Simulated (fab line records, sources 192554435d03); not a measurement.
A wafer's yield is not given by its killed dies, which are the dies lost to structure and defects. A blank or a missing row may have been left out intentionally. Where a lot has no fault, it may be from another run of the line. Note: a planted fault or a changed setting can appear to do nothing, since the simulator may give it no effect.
Lot-split experiment ; flow n5_finfet ; 7 lots, 21 wafers read, on a route of 1938 steps

ABOUT THE SPLIT
At N5_BEOL_M3_PECVD_72 (deposits SiO2 from TEOS/O2, target thk 16 nm, time 18 s), the setting time_s was moved away from the recipe's 18 s on 7 of the 21 wafers read, by -13.6% to +13.4%. The other wafers ran this setting at the recipe's value.

The split's own step is where the reading is taken.

THE READING
SiO2_of_BEOL_M3_PECVD_72.thk_nm (the simulator's own value, which no gauge read), in nm, at N5_BEOL_M3_PECVD_72 (deposits SiO2 from TEOS/O2, target thk 16 nm, time 18 s). No usual value for it is given in the file. Across the 14 wafers here that went through the recipe, the average is 15.8 nm and the standard deviation 0.29 nm.

wafer;tool, chamber at the split;time_s as run, s;against the recipe;SiO2_of_BEOL_M3_PECVD_72.thk_nm, nm;against lot-mates on the recipe
L076.1;pecvd-01, 0;15.89;-11.7%;14.2;-1.8
L076.2;pecvd-01, 1;18;recipe;16;-
L076.3;pecvd-01, 2;15.89;-11.7%;13.6;-2.4
L075.1;pecvd-01, 2;18;recipe;15.2;-
L075.5;pecvd-01, 2;15.89;-11.7%;13.8;-1.7
L075.6;pecvd-01, 1;18;recipe;15.8;-
L080.1;pecvd-01, 2;18;recipe;15.4;-
L080.3;pecvd-01, 0;18;recipe;15.8;-
L080.5;pecvd-01, 0;15.87;-11.8%;14.2;-1.4
L083.2;pecvd-03, 1;18;recipe;15.6;-
L083.3;pecvd-03, 2,0;18;recipe;16.2;-
L083.4;pecvd-03, 2,0;18;recipe;16.2;-
L092.1;pecvd-01, 0;18;recipe;15.6;-
L092.4;pecvd-01, 1,2;18;recipe;15.8;-
L092.5;pecvd-01, 1,2;18;recipe;15.8;-
L094.1;pecvd-01, 2;15.56;-13.6%;13.8;-2.3
L094.2;pecvd-01, 0;18;recipe;16;-
L094.4;pecvd-01, 2;18;recipe;16.2;-
L096.1;pecvd-04, 1;18;recipe;16;-
L096.2;pecvd-04, 2;20.42;+13.4%;17.8;+1.8
L096.3;pecvd-04, 0;20.42;+13.4%;17.6;+1.6
When a row names more than one chamber, that row covers several wafers, and the file does not tell which wafer ran in which chamber.

FIT RESULTS
A straight line over all 21 wafers: SiO2_of_BEOL_M3_PECVD_72.thk_nm changes by +0.15 nm for each +1% of time_s; r = +0.97; the points scatter about the line by 0.29 nm.
The same after taking each lot's own level away (the mean of its wafers on the recipe; 21 wafers): +0.146 nm for each +1%; r = +0.97; scatter 0.26 nm.
The reading moves by 2 nm for the largest change in time_s, on that fit.
The span of the lots' own levels, 15.50 to 16.10 nm, comes to 2.1 times the standard deviation stated above.
Consequently the slope shifts little with the lot-to-lot level, the two slopes agreeing.
Check: with one of the wafers moved furthest among these (-13.6%) left out of the fit, the line predicts -1.99 nm for it against its lot-mates. It came out at -2.3 nm against them.

FURTHER SPLITS ON THESE WAFERS
Note: prior to the reading, these wafers also went through further splits. Each is held against what the fit with the lots' levels taken away leaves over:
other split on the same wafers;wafers away from the commonest value;r with SiO2_of_BEOL_M3_PECVD_72.thk_nm (lot level and that fit taken away)
N5_GATE_CUT_COAT_27 spin_rpm;5;+0.00
N5_MOL_CONTACT_COAG_SPUTTER_130 power_w;9;-0.52
N5_BEOL_M0_SAQP_ETCH_107 source_w;9;+0.29
N5_BEOL_M1_ILD_DEP_00 time_s;4;-0.49
N5_BEOL_M1_PECVD_72 time_s;6;-0.09
N5_BEOL_M1_EXPOSE_08 dose_mj;9;-0.10
N5_BEOL_M1_ETCH_64 source_w;8;+0.20

FILE'S OWN FIT
SiO2_of_BEOL_M3_PECVD_72.thk_nm changes by +0.148 nm for each +1% of time_s, r = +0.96.
